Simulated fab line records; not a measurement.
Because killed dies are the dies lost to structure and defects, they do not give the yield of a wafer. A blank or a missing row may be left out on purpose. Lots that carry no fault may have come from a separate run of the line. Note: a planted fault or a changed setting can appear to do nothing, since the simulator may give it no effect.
Code-filled problem report in 8D (eight disciplines) form + flow nandHarc + the parts of the form that need people (team, actions taken, sign-off) are left out

1. PROBLEM STATEMENT
rfFwdPowerW at NHARC_A_BONDPAD_ETCH_12 reads a mean of 439.5 W on 4 wafers of 3 lots; wafers without a fault read 497.1 W with a standard deviation of 1.8. That is -32 standard deviations from the usual mean.
The step: etches the open film in CHF3/O2, target depth 220 nm, time 110 s.
Seen first at day 28 05:35 on rieDiel-02, wafer L976.1. The record has a number at this step for 45 wafers belonging to 15 lots. Rule for "out" (also "out of limits"): further than 4 standard deviations from the usual mean. Any other wafer with a number is counted as sound.

2. WHAT IT IS; WHAT IT IS NOT
| question                    | is                             | is not                                                                                             |
|-----------------------------|--------------------------------|----------------------------------------------------------------------------------------------------|
| which readings at this step | rfFwdPowerW                    | drypumpMotorCurrentA, rfVppV, showerheadPlenumPTorr, throttleValvePct                              |
| which lots                  | L974, L975, L976               | L963, L964, L965, L966, L967, L968, L969, L973, L980, L984, L985, L986                             |
| which wafers of those lots  | L974.2, L974.6, L975.1, L976.1 | L974.3, L975.3, L975.4, L976.2, L976.3                                                             |
| read on which tools         | rieDiel-02                     | rieDiel-04                                                                                         |
| when                        | from day 28 05:35              | up to then (26 sound wafers); but 15 sound wafers of L974, L975, L980, L984, L985, L986 came after |

3. THE SUSPECTS, EACH WITH WHAT RULES IT OUT
Counting: a tool at a process step up to the reading stays a suspect if it ran every lot that is out. Sound lots after the first of them don't rule it out here, since some wafers of a struck lot are sound.
- rieDiel-02 at NHARC_A_BONDPAD_ETCH_34 (etches the open film in N2/H2, target depth 60 nm, overetch 18 nm, time 65.91 s): kept. It processed each lot that is out (first: L976, day 28 05:29); up to then, its last sound lot is L973 (day 27 12:47).
- rieDiel-02 at NHARC_A_BONDPAD_ETCH_12 (etches the open film in CHF3/O2, target depth 220 nm, time 110 s): kept. It processed each lot that is out (first: L976, day 28 05:35); up to then, its last sound lot is L973 (day 27 12:53). Its own readings are out on those wafers: rfFwdPowerW.
- At NHARC_A_BONDPAD_ETCH_12, inside rieDiel-02: chamber 0 took the wafers that are out, while their sound lot-mates went through chambers 1, 2, 3.
The count leaves rieDiel-02 at NHARC_A_BONDPAD_ETCH_12 and rieDiel-02 at NHARC_A_BONDPAD_ETCH_34.

4. THE CAUSE (what the simulator had put in)
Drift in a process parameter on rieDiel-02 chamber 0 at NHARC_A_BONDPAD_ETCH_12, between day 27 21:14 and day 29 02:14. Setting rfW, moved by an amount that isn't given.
Of the 2 suspects that counting leaves, this tool is one.

5. SEQUENCE OF EFFECTS, ordered by route
One row per reading whose mean, taken over the struck wafers that have a number, lies over 3 standard deviations from the usual. Only readings for which the record gives a usual standard deviation are gone through. hours: the time from each lot's start at the first step in this table that gives one to its start at this step, as a median over the lots. sigmas: the change in usual standard deviations.
| hours | step                    | reading      | usual      | on struck wafers | change | sigmas |
|-------|-------------------------|--------------|------------|------------------|--------|--------|
| 0     | NHARC_A_BONDPAD_ETCH_12 | oesProductAu | 0.944 a.u. | 0.865            | -0.079 | -3.4   |
| 0     | NHARC_A_BONDPAD_ETCH_12 | rfFwdPowerW  | 497.1 W    | 439.5            | -57.6  | -32    |
The process steps in it:
- NHARC_A_BONDPAD_ETCH_12: etches the open film in CHF3/O2, target depth 220 nm, time 110 s.

6. WHAT WOULD HAVE CAUGHT IT SOONER
8 hours passed between the start of the fault at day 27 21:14 and the first reading out of limits in this record, taken at day 28 05:35.
